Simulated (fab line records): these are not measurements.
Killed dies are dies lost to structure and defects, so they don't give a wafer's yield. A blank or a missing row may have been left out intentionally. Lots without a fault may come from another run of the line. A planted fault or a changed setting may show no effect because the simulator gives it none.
Matching of chambers :: flow n5 finfet :: N5_BEOL_M1_DESCUM_16 on rie diel-03 has 4 sister chambers
The step chemistry O2, time 7 s. 8 wafers are shown with their chamber, then 10 later ones without.

WAFERS, EACH WITH ITS CHAMBER
wafer: L079.2
chamber: 3
showerhead plenum p Torr (Torr): 1.98
drypump motor current A (A): 5.76

wafer: L080.4
chamber: 3
showerhead plenum p Torr (Torr): 1.98
drypump motor current A (A): 5.80

wafer: L080.5
chamber: 0
showerhead plenum p Torr (Torr): 2.09
drypump motor current A (A): 6.26

wafer: L085.2
chamber: 0
showerhead plenum p Torr (Torr): 2.09
drypump motor current A (A): 6.28

wafer: L085.3
chamber: 2
showerhead plenum p Torr (Torr): 2.19
drypump motor current A (A): 5.69

wafer: L085.6
chamber: 1
showerhead plenum p Torr (Torr): 2.01
drypump motor current A (A): 5.59

wafer: L086.3
chamber: 2
showerhead plenum p Torr (Torr): 2.19
drypump motor current A (A): 5.69

wafer: L086.4
chamber: 1
showerhead plenum p Torr (Torr): 2.00
drypump motor current A (A): 5.59

WAFERS WITH NO CHAMBER GIVEN
wafer: L086.6
showerhead plenum p Torr (Torr): 2.19
drypump motor current A (A): 5.69

wafer: L088.3
showerhead plenum p Torr (Torr): 2.09
drypump motor current A (A): 6.26

wafer: L088.4
showerhead plenum p Torr (Torr): 2.00
drypump motor current A (A): 5.61

wafer: L088.6
showerhead plenum p Torr (Torr): 2.24
drypump motor current A (A): 5.79

wafer: L093.1
showerhead plenum p Torr (Torr): 2.19
drypump motor current A (A): 5.72

wafer: L093.3
showerhead plenum p Torr (Torr): 2.08
drypump motor current A (A): 6.28

wafer: L093.4
showerhead plenum p Torr (Torr): 2.24
drypump motor current A (A): 5.78

wafer: L096.1
showerhead plenum p Torr (Torr): 2.08
drypump motor current A (A): 6.28

wafer: L096.4
showerhead plenum p Torr (Torr): 2.23
drypump motor current A (A): 5.81

wafer: L096.5
showerhead plenum p Torr (Torr): 2.23
drypump motor current A (A): 5.79

THE CHAMBER EACH PASSED THROUGH
wafer: L086.6
from the rows above: 2
in truth: 2

wafer: L088.3
from the rows above: 0
in truth: 0

wafer: L088.4
from the rows above: 1
in truth: 1

wafer: L088.6
from the rows above: 2
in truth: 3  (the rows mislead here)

wafer: L093.1
from the rows above: 2
in truth: 2

wafer: L093.3
from the rows above: 0
in truth: 0

wafer: L093.4
from the rows above: 2
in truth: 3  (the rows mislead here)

wafer: L096.1
from the rows above: 0
in truth: 0

wafer: L096.4
from the rows above: 2
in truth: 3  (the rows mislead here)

wafer: L096.5
from the rows above: 2
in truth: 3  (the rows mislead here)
Correctly placed: 6 of 10. Can't be placed from these rows: 0. Wrongly placed: 4.
How it was worked out, from the rows above alone: a wafer's distance from a chamber is the root of the sum, over the readings, of the square of ((its reading less the chamber's mean) divided by the reading's scatter). If the next closest chamber is less than 2 further off than the closest, the wafer can't be placed; otherwise it belongs to the closest. The mean given for a chamber averages the wafers shown for that chamber. The scatter: the root of (the sum of the squares of (reading less its chamber's mean) over the shown wafers, divided by (wafers less chambers)).
